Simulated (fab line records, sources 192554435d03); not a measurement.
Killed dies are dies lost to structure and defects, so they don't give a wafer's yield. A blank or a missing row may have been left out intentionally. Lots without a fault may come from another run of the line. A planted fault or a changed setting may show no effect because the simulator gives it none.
Which of the tools did it? || flow n5_finfet || 12 lots, 36 wafers sampled, at 3 steps of a route of 1938

## WHAT EACH GAUGE READ, for each wafer
N5_BEOL_M2_OCD_MEAS_38.
{"lot": "L075", "measured": "day 7 07:17", "on": "ocd-02", "trench_depth_nm (nm)": "55.5 57.5 58.3"}
{"lot": "L077", "measured": "day 7 19:11", "on": "ocd-02", "trench_depth_nm (nm)": "54.9 57.1 57.0"}
{"lot": "L079", "measured": "day 8 08:28", "on": "ocd-02", "trench_depth_nm (nm)": "55.3 55.8 56.1"}
{"lot": "L081", "measured": "day 9 04:44", "on": "ocd-01", "trench_depth_nm (nm)": "56.2 55.2 55.5"}
{"lot": "L082", "measured": "day 9 07:34", "on": "ocd-01", "trench_depth_nm (nm)": "56.8 55.6 56.5"}
{"lot": "L085", "measured": "day 10 01:35", "on": "ocd-01", "trench_depth_nm (nm)": "54.9 54.4 55.6"}
{"lot": "L087", "measured": "day 10 14:31", "on": "ocd-02", "trench_depth_nm (nm)": "56.1 56.7 57.2"}
{"lot": "L089", "measured": "day 10 19:47", "on": "ocd-02", "trench_depth_nm (nm)": "55.7 56.0 55.2"}
{"lot": "L091", "measured": "day 11 16:43", "on": "ocd-01", "trench_depth_nm (nm)": "54.3 55.9 55.6"}
{"lot": "L092", "measured": "day 12 01:49", "on": "ocd-02", "trench_depth_nm (nm)": "55.7 56.3 56.2"}
{"lot": "L095", "measured": "day 12 07:37", "on": "ocd-01", "trench_depth_nm (nm)": "56.3 56.5 54.7"}
{"lot": "L097", "measured": "day 12 17:40", "on": "ocd-02", "trench_depth_nm (nm)": "56.3 54.6 56.5"}

## TOOL THAT RAN EACH LOT (tool first, then ch and the chambers of the sampled wafers, then the start)
{"lot": "L075", "N5_BEOL_M2_STRIP_19": "rie_diel-06 ch 0,2, day 7 04:45", "N5_BEOL_M2_ETCH_77": "rie_diel-03 ch 0,2, day 7 05:17"}
{"lot": "L077", "N5_BEOL_M2_STRIP_19": "rie_diel-06 ch 0,1, day 7 14:41", "N5_BEOL_M2_ETCH_77": "rie_diel-03 ch 2,3, day 7 16:45"}
{"lot": "L079", "N5_BEOL_M2_STRIP_19": "rie_diel-03 ch 2,3, day 7 20:45", "N5_BEOL_M2_ETCH_77": "rie_diel-03 ch 0,2,3, day 7 22:05"}
{"lot": "L081", "N5_BEOL_M2_STRIP_19": "rie_diel-06 ch 1,2,3, day 8 17:40", "N5_BEOL_M2_ETCH_77": "rie_diel-03 ch 0,2,3, day 8 18:13"}
{"lot": "L082", "N5_BEOL_M2_STRIP_19": "rie_diel-05 ch 1,2, day 8 22:11", "N5_BEOL_M2_ETCH_77": "rie_diel-03 ch 0,3, day 8 22:52"}
{"lot": "L085", "N5_BEOL_M2_STRIP_19": "rie_diel-05 ch 1,2, day 9 15:11", "N5_BEOL_M2_ETCH_77": "rie_diel-05 ch 0,2, day 9 15:44"}
{"lot": "L087", "N5_BEOL_M2_STRIP_19": "rie_diel-03 ch 0,2, day 10 02:52", "N5_BEOL_M2_ETCH_77": "rie_diel-03 ch 2,3, day 10 03:33"}
{"lot": "L089", "N5_BEOL_M2_STRIP_19": "rie_diel-06 ch 0,1,3, day 10 11:11", "N5_BEOL_M2_ETCH_77": "rie_diel-06 ch 1,2, day 10 11:44"}
{"lot": "L091", "N5_BEOL_M2_STRIP_19": "rie_diel-05 ch 0,1,2, day 11 13:46", "N5_BEOL_M2_ETCH_77": "rie_diel-03 ch 0,2,3, day 11 14:28"}
{"lot": "L092", "N5_BEOL_M2_STRIP_19": "rie_diel-05 ch 0,1,2, day 11 17:50", "N5_BEOL_M2_ETCH_77": "rie_diel-06 ch 0,1,2, day 11 18:30"}
{"lot": "L095", "N5_BEOL_M2_STRIP_19": "rie_diel-03 ch 1,3, day 12 02:29", "N5_BEOL_M2_ETCH_77": "rie_diel-05 ch 1,3, day 12 03:10"}
{"lot": "L097", "N5_BEOL_M2_STRIP_19": "rie_diel-05 ch 1,2,3, day 12 08:14", "N5_BEOL_M2_ETCH_77": "rie_diel-06 ch 0,1,3, day 12 08:47"}
- N5_BEOL_M2_STRIP_19: strips in O2.
- N5_BEOL_M2_ETCH_77: etches underlayer in N2/H2, target depth 6.5 nm, time 5.2 s.

## THE ANSWER, worked out from the rows above alone
Rule: the lots themselves supply what counts as usual. The widest of any qualifying gaps counts: lots, ordered by their means at a reading, are off when they make up no more than a third of the lots, leave a main group of 4 or more, and stand apart from it by 3 or more times the standard deviation of that group's means. Not used: any main group whose means are identical at the precision the tables above print for the reading. Also off: a lot with no number at a reading for which 4 or more lots have one. Where the step has rows for the other lots, those lots are counted as sound.
Across all readings shown, no lot is off: no conclusion can be drawn from this.

## WHAT THE SIMULATOR HAD PUT IN
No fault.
